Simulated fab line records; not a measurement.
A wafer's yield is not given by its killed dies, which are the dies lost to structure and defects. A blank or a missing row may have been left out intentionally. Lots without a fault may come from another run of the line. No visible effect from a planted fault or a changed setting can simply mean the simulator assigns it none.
Chamber matching + flow nand_harc + NHARC_P_M1_CMP_23 on cmp-02 has 4 sister chambers
The step polishes, t overpolish 20 s, target thk 157.82 nm. 27 wafers are shown with their chamber, then 12 later ones without.

## WAFERS PAIRED WITH THEIR CHAMBERS
| wafer  | chamber | motor_current_A (A) | time_to_endpoint_s (s) | slurry_filter_dp_kPa (kPa) |
|--------|---------|---------------------|------------------------|----------------------------|
| L077.2 | 0       | 10.4                | 29.1                   | 13.55                      |
| L077.3 | 2       | 12.8                | 25.0                   | 13.66                      |
| L077.5 | 1       | 10.9                | 24.2                   | 13.27                      |
| L079.3 | 0       | 10.8                | 27.7                   | 13.65                      |
| L079.4 | 1       | 10.7                | 27.1                   | 13.49                      |
| L079.5 | 2       | 13.4                | 22.5                   | 13.52                      |
| L080.1 | 2       | 12.4                | 24.9                   | 13.53                      |
| L080.4 | 3       | 10.8                | 28.1                   | 13.75                      |
| L080.6 | 1       | 10.2                | 28.8                   | 13.34                      |
| L081.1 | 0       | 10.4                | 31.4                   | 13.50                      |
| L081.5 | 2       | 12.8                | 25.8                   | 13.24                      |
| L081.6 | 3       | 11.1                | 30.4                   | 13.40                      |
| L083.1 | 3       | 10.9                | 26.5                   | 13.36                      |
| L083.3 | 2       | 12.7                | 22.2                   | 13.50                      |
| L083.4 | 1       | 10.4                | 25.8                   | 13.35                      |
| L084.1 | 2       | 13.1                | 24.3                   | 13.52                      |
| L084.2 | 3       | 10.9                | 26.5                   | 13.53                      |
| L084.3 | 1       | 10.3                | 26.1                   | 13.21                      |
| L086.3 | 3       | 10.8                | 27.4                   | 13.49                      |
| L086.4 | 1       | 11.0                | 30.7                   | 13.40                      |
| L086.6 | 2       | 12.2                | 24.3                   | 13.73                      |
| L087.4 | 3       | 10.8                | 27.8                   | 13.81                      |
| L087.5 | 1       | 10.4                | 25.3                   | 13.52                      |
| L087.6 | 0       | 10.7                | 28.2                   | 13.31                      |
| L091.2 | 0       | 10.4                | 29.9                   | 13.59                      |
| L091.3 | 2       | 13.0                | 25.9                   | 13.39                      |
| L091.4 | 1       | 10.5                | 29.2                   | 13.37                      |

SIGNATURES (means of the wafers above)
| reading              | chamber 0 | chamber 1 | chamber 2 | chamber 3 | scatter within a chamber |
|----------------------|-----------|-----------|-----------|-----------|--------------------------|
| motor_current_A      | 10.540    | 10.550    | 12.800    | 10.883    | 0.281                    |
| time_to_endpoint_s   | 29.260    | 27.150    | 24.363    | 27.783    | 1.7                      |
| slurry_filter_dp_kPa | 13.5200   | 13.3688   | 13.5113   | 13.5567   | 0.143                    |
Rule: for each reading, subtract the chamber's mean from the wafer's reading, divide by that reading's scatter and square the result; add these up over the readings and take the root, which gives the wafer's distance from the chamber. If the next closest chamber is less than 2 further off than the closest, the wafer can't be placed; otherwise it belongs to the closest. How the scatter is found: for the shown wafers, subtract from each reading the mean of its chamber, square and add these, divide the total by (wafers less chambers), then take the root.

## WAFERS WITHOUT THEIR CHAMBER
| wafer  | motor_current_A (A) | time_to_endpoint_s (s) | slurry_filter_dp_kPa (kPa) |
|--------|---------------------|------------------------|----------------------------|
| L092.3 | 10.4                | 29.3                   | 13.49                      |
| L092.4 | 13.0                | 25.9                   | 13.29                      |
| L092.5 | 10.7                | 28.3                   | 13.43                      |
| L094.1 | 9.7                 | 31.2                   | 13.65                      |
| L094.2 | 10.5                | 28.3                   | 13.58                      |
| L094.3 | 10.6                | 30.0                   | 13.67                      |
| L096.3 | 10.3                | 28.1                   | 13.41                      |
| L096.4 | 10.5                | 25.9                   | 13.65                      |
| L096.6 | 11.3                | 28.6                   | 13.31                      |
| L097.3 | 10.7                | 25.6                   | 13.68                      |
| L097.5 | 10.8                | 27.3                   | 13.59                      |
| L097.6 | 13.0                | 25.1                   | 13.53                      |

## CHAMBER TAKEN BY EACH
| wafer  | from the rows above          | in truth |
|--------|------------------------------|----------|
| L092.3 | can't be placed: 0 or 1 or 3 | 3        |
| L092.4 | 2                            | 2        |
| L092.5 | can't be placed: 1 or 0 or 3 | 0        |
| L094.1 | can't be placed: 0 or 1 or 3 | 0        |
| L094.2 | can't be placed: 0 or 3 or 1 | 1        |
| L094.3 | can't be placed: 0 or 3 or 1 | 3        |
| L096.3 | can't be placed: 1 or 0 or 3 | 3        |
| L096.4 | can't be placed: 3 or 1 or 0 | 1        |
| L096.6 | can't be placed: 3 or 1 or 0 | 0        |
| L097.3 | can't be placed: 3 or 1 or 0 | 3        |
| L097.5 | can't be placed: 3 or 0 or 1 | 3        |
| L097.6 | 2                            | 2        |
2 of 12 placed correctly. From these rows, 10 cannot be placed; in 10 the true chamber is one of the candidates. 0 placed wrongly.
